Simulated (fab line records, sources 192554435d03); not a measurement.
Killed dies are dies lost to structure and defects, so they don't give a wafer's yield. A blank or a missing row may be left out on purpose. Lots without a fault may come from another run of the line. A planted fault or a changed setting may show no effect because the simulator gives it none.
fab line records | flow n5_finfet
record lots=4 wafers=12 last_day=18
route steps=1938 shown BEOL_M4@1099 BEOL_M5@1112 BEOL_M10@1513 PASSIVATION@1936
lots that met no fault: from a run of the same line without faults
start_h: hours from the record's first day to the start of the lot's first wafer shown | wait_h: hours since the lot's step before | " the same as in the row above | L1.1+2: a row that stands for several wafers | - no value, or no start given | * or withheld: withheld | < > ~ a bound
route shown NAME@n: a module of which the file shows steps, and the number in the route of the first | usual: mean/standard deviation of fault-free wafers | same: alike in all rows | chamber/n: place in a boat | sites: the reading at each site | _std_site: their standard deviation | _edge_site: outer sites' mean less inner sites' | radius_mm: how far each site lies from the wafer's centre | mask NAME#n: copy n | behind: the tool/chamber that last shaped the wafer | hold: why the lot was held/for how many hours/how that ended | device: the transistor (n, p or np) that didn't switch | end of line: the same wafers' tests at the end of the route | a step without rows: its recipe alone | killed: dies lost to structure and defects at the first sort, not the wafer's yield | map: a wafer's dies, x killed, . not, _ none there
set.NAME: the setting as run; set.NAME@STEP: as run at that earlier step | model.NAME: the simulator's own value behind a step, which no gauge read
lots at some steps of the route; a table a step, a row a wafer
services: from which hour (start_h, from the record's first day; less than 0 if before it) a tool's chamber was out of use, for how many hours, and why
## steps
# step N5_BEOL_M4_ANNEAL_95
# recipe temp_c=400 time_s=240 ambient=vacuum
# step N5_BEOL_M4_SPUTTER_96
# recipe material=Cu target_thk_a=45 temp_c=-20 chamber_pressure_pa=0.07 power_w=withheld time_s=8.29
# step N5_BEOL_M4_ECD_50
# recipe material=Cu target_thk_a=3000
# step N5_BEOL_M4_ANNEAL_51
# recipe temp_c=225 time_s=90 ambient=N2
# step N5_BEOL_M4_CMP_52
# recipe stop_on=SiOC t_overpolish_s=6.8 down_force_psi=1 platen_rpm=50 clearing_platen_down_force_psi=1.5 clearing_platen_rpm=50 post_cmp_clean=cu_alkaline target_thk_nm=40 clearing_platen_pad_velocity_m_s=0.99484 pad_velocity_m_s=0.99484
# step N5_BEOL_M4_PRE_CLEAN_60
# recipe gas=NH3/H2 time_s=15 temp_c=* rf_power_w=300
# step N5_BEOL_M4_CO_CAP_55
# recipe material=Co target_thk_a=20 temp_c=200 precursor=CCTBA/H2 pressure_torr=30 time_s=102.1
# step N5_BEOL_M4_PRE_CLEAN_56
# recipe gas=NH3 time_s=15 temp_c=withheld rf_power_w=300
# step N5_BEOL_M4_DEP_57
# recipe material=SiCN target_thk_a=80 temp_c=withheld precursor=3MS/NH3 pressure_torr=3 rf_w=202 time_s=14
# step N5_BEOL_M4_RC_MEAS_101
# usual DIBL_N=36.4/1.9 DIBL_P=35.8/2.1 IOFF_N=0.158/0.029 IOFF_P=0.21/0.035 ION_N=676/14 ION_P=465/9.7 SS_N=71.5/0.66 SS_P=73.4/0.7 VT_N=249.8/3 VT_P=-250/3.3
# columns lot.wafer tool chamber start_h wait_h DIBL_N[mV/V] DIBL_P[mV/V] IOFF_N[nA/um] IOFF_P[nA/um] ION_N[uA/um] ION_P[uA/um] SS_N[mV/dec] SS_P[mV/dec] VT_N[mV] VT_P[mV]
L660.1 prober-01 0 233.42 0.0 36.3 35.3 0.150 0.22 667 465 71.2 73.7 249.1 -249
L660.2 " 0 " " 35.5 35.2 0.137 0.22 670 471 70.8 73.0 250.9 -247
L660.4 " 0 " " 37.6 36.7 0.187 0.24 682 470 71.5 73.7 246.9 -244
L659.3 prober-02 0 233.44 0.3 37.9 35.5 0.156 0.21 680 466 71.0 73.2 249.6 -250
L659.5 " 0 " " 37.6 35.8 0.161 0.22 689 476 70.2 72.8 248.3 -249
L659.6 " 0 " " 36.5 34.0 0.133 0.19 691 475 70.3 72.7 250.4 -250
L670.2 prober-02 0 286.67 0.2 37.8 38.3 0.185 0.27 685 471 72.7 73.7 249.9 -246
L670.5 " 0 " " 37.3 38.3 0.175 0.30 675 469 71.8 74.5 246.9 -243
L670.6 " 0 " " 36.2 36.8 0.164 0.25 675 465 71.2 73.8 249.4 -248
L673.1 prober-02 0 329.26 0.0 38.4 36.5 0.185 0.22 663 457 72.6 73.5 248.0 -249
L673.3 " 0 " " 36.7 36.1 0.158 0.21 674 466 71.4 73.3 248.1 -252
L673.4 " 0 " " 38.4 37.7 0.202 0.23 685 466 72.2 73.8 244.7 -248
# step N5_BEOL_M5_ILD_DEP_00
# recipe material=SiCOH_lowk target_thk_a=1406.4 temp_c=300 precursor=DEMS/porogen pressure_torr=5 rf_w=500 time_s=25.9
# step N5_BEOL_M5_CURE_79
# recipe temp_c=385 time_s=240 ambient=He/Ar material=SiCOH_lowk
# step N5_BEOL_M5_PECVD_70
# recipe material=SiO2 target_thk_a=160 temp_c=400 precursor=TEOS/O2 pressure_torr=5.5 rf_w=450 teos_flow_sccm=53.8 gas=O2 flow_sccm=3000 time_s=18
# step N5_BEOL_M5_HM_DEP_02
# recipe material=TiN target_thk_a=200 temp_c=25 chamber_pressure_pa=0.49996
# step N5_BEOL_M5_COAT_59
# recipe resist=SOC temp_c=250 time_s=60 spin_rpm=1500 resist_thk_nm=60
# step N5_BEOL_M5_COAT_60
# recipe resist=SiARC temp_c=220 time_s=60 spin_rpm=1500 resist_thk_nm=12
# step N5_BEOL_M5_COAT_71
# recipe resist=underlayer temp_c=205 time_s=60 spin_rpm=1500 resist_thk_nm=5
# step N5_BEOL_M5_COAT_05
# recipe resist=CAR-EUV spin_rpm=1500 resist_thk_nm=30
# step N5_BEOL_M5_EBR_07
# recipe solvent=PGMEA ebr_width_mm=1.5
# step N5_BEOL_M5_SOFTBAKE_06
# recipe temp_c=110 time_s=60 resist=CAR-EUV
# step N5_BEOL_M5_EXPOSE_08
# recipe mask_id=M5 na=0.33 source_shape=annular sigma_inner=0.4 sigma_outer=0.8 polarization=unpolarized target_cd_nm=28 dose_mj=35.75
# step N5_BEOL_M5_PEB_09
# recipe peb_temp_c=100 peb_time_s=60 resist=CAR-EUV
# step N5_BEOL_M5_DEVELOP_10
# recipe develop_time_s=30 developer=TMAH resist=CAR-EUV rinse_liquid=surfactant_rinse dry=air_spin dev_temp_c=23
# step N5_BEOL_M5_DESCUM_16
# recipe chemistry=O2 time_s=7 source_power_w=50 bias_power_w=20 pressure_mtorr=20 rf_frequency_hz=2.712e+07 temp_c=40 resist=CAR-EUV o2_flow_sccm=225
# step N5_BEOL_M5_ETCH_72
# recipe chemistry=N2/H2 target=underlayer target_depth_a=65 mask_material=CAR-EUV time_s=5.2 ion_energy_ev=200 pressure_mtorr=30 source_w=840 bias_w=150 n2_flow_sccm=200 h2_flow_sccm=200 ends=cleared
# step N5_BEOL_M5_ETCH_61
# recipe chemistry=CF4 target=SiARC target_depth_a=156 mask_material=CAR-EUV time_s=26 ion_energy_ev=80 pressure_mtorr=40 source_w=545 bias_w=36 Ar_flow_sccm=100 cf4_flow_sccm=100 ends=cleared
# step N5_BEOL_M5_ETCH_62
# recipe chemistry=N2/H2 target=SOC target_depth_a=750 overetch_a=150 mask_material=SiARC temp_c=40 time_s=112.5 ion_energy_ev=200 pressure_mtorr=30 source_w=840 bias_w=150 n2_flow_sccm=200 h2_flow_sccm=200
# step N5_BEOL_M5_STRIP_63
# recipe chemistry=N2/H2 temp_c=40 n2_flow_sccm=200 h2_flow_sccm=200 rf_frequency_hz=6e+07
# step N5_BEOL_M5_STRIP_73
# recipe chemistry=N2/H2 temp_c=40 n2_flow_sccm=200 h2_flow_sccm=200 rf_frequency_hz=6e+07
# step N5_BEOL_M5_STRIP_64
# recipe chemistry=CF4 resist=SiARC power_w=300 bias_power_w=75 pressure_mtorr=50 cf4_flow_sccm=150 rf_frequency_hz=6e+07
# step N5_BEOL_M5_HM_OPEN_17
# recipe chemistry=Cl2/BCl3 target_depth_a=200 overetch_a=60 target=TiN mask_material=SOC ion_energy_ev=150 pressure_mtorr=10 icp_w=1000 bias_w=126 Cl2_flow_sccm=53.25 bcl3_flow_sccm=21.75 Ar_flow_sccm=25
# step N5_BEOL_M5_STRIP_19
# recipe chemistry=O2 power_w=400 temp_c=40 pressure_mtorr=30 rf_frequency_hz=6e+07 bias_power_w=0 overash_fraction=0.2 o2_flow_sccm=225
# step N5_BEOL_M5_COAT_65
# recipe resist=SOC temp_c=250 time_s=60 spin_rpm=1500 resist_thk_nm=60
# step N5_BEOL_M5_COAT_66
# recipe resist=SiARC temp_c=220 time_s=60 spin_rpm=1500 resist_thk_nm=12
# step N5_BEOL_M10_ETCH_41
# recipe chemistry=CH3F/O2 target=SiCN target_depth_a=426 taper_deg=2 time_s=86 ion_energy_ev=120 mask_material=TiN pressure_mtorr=30 source_w=395 bias_w=75 Ar_flow_sccm=150 CH3F_flow_sccm=30 O2_flow_sccm=20
# usual CH3F_flow_sccm=30.01/0.085 O2_flow_sccm=20.00/0.063 drypump_motor_current_A=5.5/0.59 oes_product_au=0.80/0.063 rf_vpp_V=297.3/1.6 showerhead_plenum_p_Torr=2.01/0.069 throttle_valve_pct=16.36/0.23
# columns lot.wafer tool chamber start_h wait_h CH3F_flow_sccm O2_flow_sccm drypump_motor_current_A oes_product_au rf_hours_counter_h rf_vpp_V showerhead_plenum_p_Torr throttle_valve_pct
L660.1 rie_diel-04 3 284.59 - - - - - - - - -
L660.2 " 2 " " - - - - - - - -
L660.4 " 0 " " - - - - - - - -
L659.3 rie_diel-03 0 290.01 - - - - - - - - -
L659.5 " 2 " " - - - - - - - -
L659.6 " 3 " " - - - - - - - -
L670.2 rie_diel-03 2 337.41 - 30.02 20.00 5.1 0.78 119 295.1 1.95 16.50
L670.5 " 1 " " 30.11 20.03 4.7 0.78 - 295.4 1.93 16.58
L670.6 " 2 " " 30.10 20.02 5.1 0.78 - 296.1 1.95 16.53
L673.1 rie_diel-04 0 381.90 - 30.21 19.87 6.2 0.97 4 294.8 1.98 16.32
L673.3 " 2 " " 30.07 19.99 4.9 0.86 55 298.4 2.12 16.16
L673.4 " 1 " " 29.83 20.11 6.3 0.82 84 298.3 2.04 16.09
# step N5_PASSIVATION_PROBE_49
# usual defect_limited_yield=91.3/1.3 killed_at_M0_to_M3=34/9.1 killed_at_M4_up=14/5.6 killed_at_contacts=13/5.9 killed_at_front_end=39/11 killed_at_other=3.6/3 killed_dies=102/16 killed_on_rim=13/4 killed_open=68/12 killed_short=33/7.3 sort_bin_5_function=5.2/0.89 sort_bin_6_memory=3.2/0.68 sort_n_pass=1078/16 sort_yield_pct=91.3/1.3
# same gross_dies=1180 killed_at_back_side=0 sort_bin_4_leakage[%]=0 sort_bin_8_speed[%]=0
# columns lot.wafer tool chamber start_h wait_h defect_limited_yield[%] killed_at_M0_to_M3 killed_at_M4_up killed_at_contacts killed_at_front_end killed_at_other killed_dies killed_on_rim killed_open killed_short sort_bin_5_function[%] sort_bin_6_memory[%] sort_n_pass sort_yield_pct[%]
L660.1 prober-01 - 334.05 0.0 0 15 1106 16 43 0 1180 152 58 28 97.0 2.8 0 0
L660.2 prober-01 - 334.10 0.1 0 41 1088 12 38 1 1180 152 61 45 97.4 2.5 0 0
L660.4 prober-01 - 334.20 0.2 0 28 1110 13 28 1 1180 152 60 24 96.9 3.0 0 0
L659.3 prober-01 - 341.84 0.1 0 36 1073 15 50 6 1180 152 87 36 96.2 3.2 0 0
L659.5 prober-01 - 341.94 0.2 0 31 1078 9 58 4 1180 152 85 31 96.0 3.8 0 0
L659.6 prober-01 - 341.99 0.3 0 27 1097 15 40 1 1180 152 71 30 96.4 3.1 0 0
L673.1 prober-02 - 439.27 0.0 90.3 48 7 15 44 1 115 15 81 34 6.2 3.0 1065 90.3
L673.3 prober-02 - 439.37 0.1 94.1 39 8 5 15 3 70 13 48 20 4.3 1.6 1110 94.1
L673.4 prober-02 - 439.42 0.2 91.7 40 3 24 27 4 98 13 66 31 4.7 3.1 1082 91.7
# killed by level:class
L660.1 BEOL_M10:area_etch=1092 MOL_CONTACT_COAG:geometric_particle:open=12 DUMMY_GATE:geometric_particle:open=10 STI_FIN_REVEAL:geometric_particle:open=9 GATE_CUT:geometric_particle:short=5 BEOL_M5:geometric_particle:open=5 DUMMY_GATE:geometric_particle:short=4 MOL_CONTACT_COAG:geometric_particle:short=4
L660.2 BEOL_M10:area_etch=1074 STI_FIN_REVEAL:geometric_particle:open=11 MOL_CONTACT_COAG:geometric_particle:open=11 BEOL_M0_SAQP:geometric_particle:short=10 BEOL_M4:geometric_particle:open=9 STI_FIN_REVEAL:geometric_particle:short=7 BEOL_M0_SAQP:geometric_particle:open=7 BEOL_M2:geometric_particle:open=6
L660.4 BEOL_M10:area_etch=1096 BEOL_M2:geometric_particle:open=14 MOL_CONTACT_COAG:geometric_particle:open=12 BEOL_M4:geometric_particle:open=6 STI_FIN_REVEAL:geometric_particle:open=4 GATE_CUT:geometric_particle:short=4 BEOL_M1:geometric_particle:open=4 BEOL_M5:geometric_particle:open=4
L659.3 BEOL_M10:area_etch=1056 FIN_SAQP:geometric_particle:open=17 MOL_CONTACT_COAG:geometric_particle:open=14 BEOL_M2:geometric_particle:open=13 FIN_SAQP:geometric_particle:short=10 STI_FIN_REVEAL:geometric_particle:open=9 BEOL_M4:geometric_particle:open=8 STARTING-WAFER:geometric_particle:short=5
L659.5 BEOL_M10:area_etch=1064 DUMMY_GATE:geometric_particle:open=14 FIN_SAQP:geometric_particle:open=13 BEOL_M0_SAQP:geometric_particle:open=13 FIN_SAQP:geometric_particle:short=10 STI_FIN_REVEAL:geometric_particle:open=6 MOL_CONTACT_COAG:geometric_particle:open=6 BEOL_M0_SAQP:geometric_particle:short=6
L659.6 BEOL_M10:area_etch=1076 FIN_SAQP:geometric_particle:open=14 MOL_CONTACT_COAG:geometric_particle:open=10 BEOL_M2:geometric_particle:open=10 BEOL_M4:geometric_particle:open=8 FIN_SAQP:geometric_particle:short=7 GATE_CUT:geometric_particle:open=5 MOL_CONTACT_COAG:geometric_particle:short=5
L673.1 BEOL_M2:geometric_particle:open=19 MOL_CONTACT_COAG:geometric_particle:open=15 FIN_SAQP:geometric_particle:short=14 STI_FIN_REVEAL:geometric_particle:open=10 BEOL_M3:geometric_particle:open=8 BEOL_M0_SAQP:geometric_particle:short=6 BEOL_M1:geometric_particle:open=5 FIN_SAQP:geometric_particle:open=4
L673.3 BEOL_M3:geometric_particle:open=12 BEOL_M0_SAQP:geometric_particle:open=6 BEOL_M2:geometric_particle:open=6 BEOL_M3:geometric_particle:short=6 MOL_CONTACT_COAG:geometric_particle:open=5 BEOL_M1:geometric_particle:open=5 FIN_SAQP:geometric_particle:short=3 FIN_SAQP:geometric_particle:open=3
L673.4 MOL_CONTACT_COAG:geometric_particle:open=20 BEOL_M3:geometric_particle:open=15 GATE_CUT:geometric_particle:short=6 BEOL_M0_SAQP:geometric_particle:open=6 FIN_SAQP:geometric_particle:open=5 BEOL_M0_SAQP:geometric_particle:short=5 FIN_SAQP:geometric_particle:short=4 MOL_CONTACT_COAG:geometric_particle:short=4
# map L659.3 (x killed, . not)
_________________xxxxxxxxxxxx________________
______________xxxxxxxxxxxxxxxxxx_____________
___________xxxxxxxxxxxxxxxxxxxxxxxx__________
__________xxxxxxxxxxxxxxxxxxxxxxxxxx_________
________xxxxxxxxxxxxxxxxxxxxxxxxxxxxxx_______
_______xxxxxxxxxxxxxxxxxxxxxxxxxxxxxxxx______
______xxxxxxxxxxxxxxxxxxxxxxxxxxxxxxxxxx_____
_____xxxxxxxxxxxxxxxxxxxxxxxxxxxxxxxxxxxx____
____xxxxxxxxxxxxxxxxxxxxxxxxxxxxxxxxxxxxxx___
___xxxxxxxxxxxxxxxxxxxxxxxxxxxxxxxxxxxxxxxx__
___xxxxxxxxxxxxxxxxxxxxxxxxxxxxxxxxxxxxxxxx__
__xxxxxxxxxxxxxxxxxxxxxxxxxxxxxxxxxxxxxxxxxx_
__xxxxxxxxxxxxxxxxxxxxxxxxxxxxxxxxxxxxxxxxxx_
_xxxxxxxxxxxxxxxxxxxxxxxxxxxxxxxxxxxxxxxxxxxx
_xxxxxxxxxxxxxxxxxxxxxxxxxxxxxxxxxxxxxxxxxxxx
_xxxxxxxxxxxxxxxxxxxxxxxxxxxxxxxxxxxxxxxxxxxx
_xxxxxxxxxxxxxxxxxxxxxxxxxxxxxxxxxxxxxxxxxxxx
_xxxxxxxxxxxxxxxxxxxxxxxxxxxxxxxxxxxxxxxxxxxx
_xxxxxxxxxxxxxxxxxxxxxxxxxxxxxxxxxxxxxxxxxxxx
_xxxxxxxxxxxxxxxxxxxxxxxxxxxxxxxxxxxxxxxxxxxx
_xxxxxxxxxxxxxxxxxxxxxxxxxxxxxxxxxxxxxxxxxxxx
__xxxxxxxxxxxxxxxxxxxxxxxxxxxxxxxxxxxxxxxxxx_
__xxxxxxxxxxxxxxxxxxxxxxxxxxxxxxxxxxxxxxxxxx_
___xxxxxxxxxxxxxxxxxxxxxxxxxxxxxxxxxxxxxxxx__
___xxxxxxxxxxxxxxxxxxxxxxxxxxxxxxxxxxxxxxxx__
____xxxxxxxxxxxxxxxxxxxxxxxxxxxxxxxxxxxxxx___
_____xxxxxxxxxxxxxxxxxxxxxxxxxxxxxxxxxxxx____
______xxxxxxxxxxxxxxxxxxxxxxxxxxxxxxxxxx_____
_______xxxxxxxxxxxxxxxxxxxxxxxxxxxxxxxx______
________xxxxxxxxxxxxxxxxxxxxxxxxxxxxxx_______
__________xxxxxxxxxxxxxxxxxxxxxxxxxx_________
___________xxxxxxxxxxxxxxxxxxxxxxxx__________
______________xxxxxxxxxxxxxxxxxx_____________
_________________xxxxxxxxxxxx________________
# map L660.1 (x killed, . not)
_________________xxxxxxxxxxxx________________
______________xxxxxxxxxxxxxxxxxx_____________
___________xxxxxxxxxxxxxxxxxxxxxxxx__________
__________xxxxxxxxxxxxxxxxxxxxxxxxxx_________
________xxxxxxxxxxxxxxxxxxxxxxxxxxxxxx_______
_______xxxxxxxxxxxxxxxxxxxxxxxxxxxxxxxx______
______xxxxxxxxxxxxxxxxxxxxxxxxxxxxxxxxxx_____
_____xxxxxxxxxxxxxxxxxxxxxxxxxxxxxxxxxxxx____
____xxxxxxxxxxxxxxxxxxxxxxxxxxxxxxxxxxxxxx___
___xxxxxxxxxxxxxxxxxxxxxxxxxxxxxxxxxxxxxxxx__
___xxxxxxxxxxxxxxxxxxxxxxxxxxxxxxxxxxxxxxxx__
__xxxxxxxxxxxxxxxxxxxxxxxxxxxxxxxxxxxxxxxxxx_
__xxxxxxxxxxxxxxxxxxxxxxxxxxxxxxxxxxxxxxxxxx_
_xxxxxxxxxxxxxxxxxxxxxxxxxxxxxxxxxxxxxxxxxxxx
_xxxxxxxxxxxxxxxxxxxxxxxxxxxxxxxxxxxxxxxxxxxx
_xxxxxxxxxxxxxxxxxxxxxxxxxxxxxxxxxxxxxxxxxxxx
_xxxxxxxxxxxxxxxxxxxxxxxxxxxxxxxxxxxxxxxxxxxx
_xxxxxxxxxxxxxxxxxxxxxxxxxxxxxxxxxxxxxxxxxxxx
_xxxxxxxxxxxxxxxxxxxxxxxxxxxxxxxxxxxxxxxxxxxx
_xxxxxxxxxxxxxxxxxxxxxxxxxxxxxxxxxxxxxxxxxxxx
_xxxxxxxxxxxxxxxxxxxxxxxxxxxxxxxxxxxxxxxxxxxx
__xxxxxxxxxxxxxxxxxxxxxxxxxxxxxxxxxxxxxxxxxx_
__xxxxxxxxxxxxxxxxxxxxxxxxxxxxxxxxxxxxxxxxxx_
___xxxxxxxxxxxxxxxxxxxxxxxxxxxxxxxxxxxxxxxx__
___xxxxxxxxxxxxxxxxxxxxxxxxxxxxxxxxxxxxxxxx__
____xxxxxxxxxxxxxxxxxxxxxxxxxxxxxxxxxxxxxx___
_____xxxxxxxxxxxxxxxxxxxxxxxxxxxxxxxxxxxx____
______xxxxxxxxxxxxxxxxxxxxxxxxxxxxxxxxxx_____
_______xxxxxxxxxxxxxxxxxxxxxxxxxxxxxxxx______
________xxxxxxxxxxxxxxxxxxxxxxxxxxxxxx_______
__________xxxxxxxxxxxxxxxxxxxxxxxxxx_________
___________xxxxxxxxxxxxxxxxxxxxxxxx__________
______________xxxxxxxxxxxxxxxxxx_____________
_________________xxxxxxxxxxxx________________
## services
# columns tool chamber start_h hours kind
rie_diel-04 0 267.86 1.3 repair
rie_diel-03 - 317.11 0.4 repair
rie_diel-03 - 340.17 4.3 pm
rie_diel-04 0 355.39 - clean
rie_diel-04 0 355.39 - consumable_replace:focus_ring
rie_diel-04 0 355.39 16.3 scheduled_down
rie_diel-04 0 355.39 16.3 vent_cycle
## key
first_sign step=N5_BEOL_M10_ETCH_41 reading=tool_record direction=missing
effect step=N5_PASSIVATION_PROBE_49 reading=killed_at_M4_up direction=up sigmas=99+ usual=14 struck=1092
more_kills_born_at N5_BEOL_M10_ETCH_41@rie_diel-04=3262 N5_BEOL_M10_ETCH_41@rie_diel-03=3196
met_at N5_BEOL_M10_ETCH_41
struck_wafers L659.3,L659.5,L659.6,L660.1,L660.2,L660.4
later_rows_left_out L659.3,L659.5,L659.6,L660.1,L660.2,L660.4
fault kind=skipped_step_whole tool=rie_diel-03,rie_diel-04 chamber=- onset_h=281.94 steps=N5_BEOL_M10_ETCH_41 scope=struck_lots_only
# later_rows_left_out: the simulator's readings of these wafers behind a module that went badly wrong aren't trusted and aren't shown, but for the sort
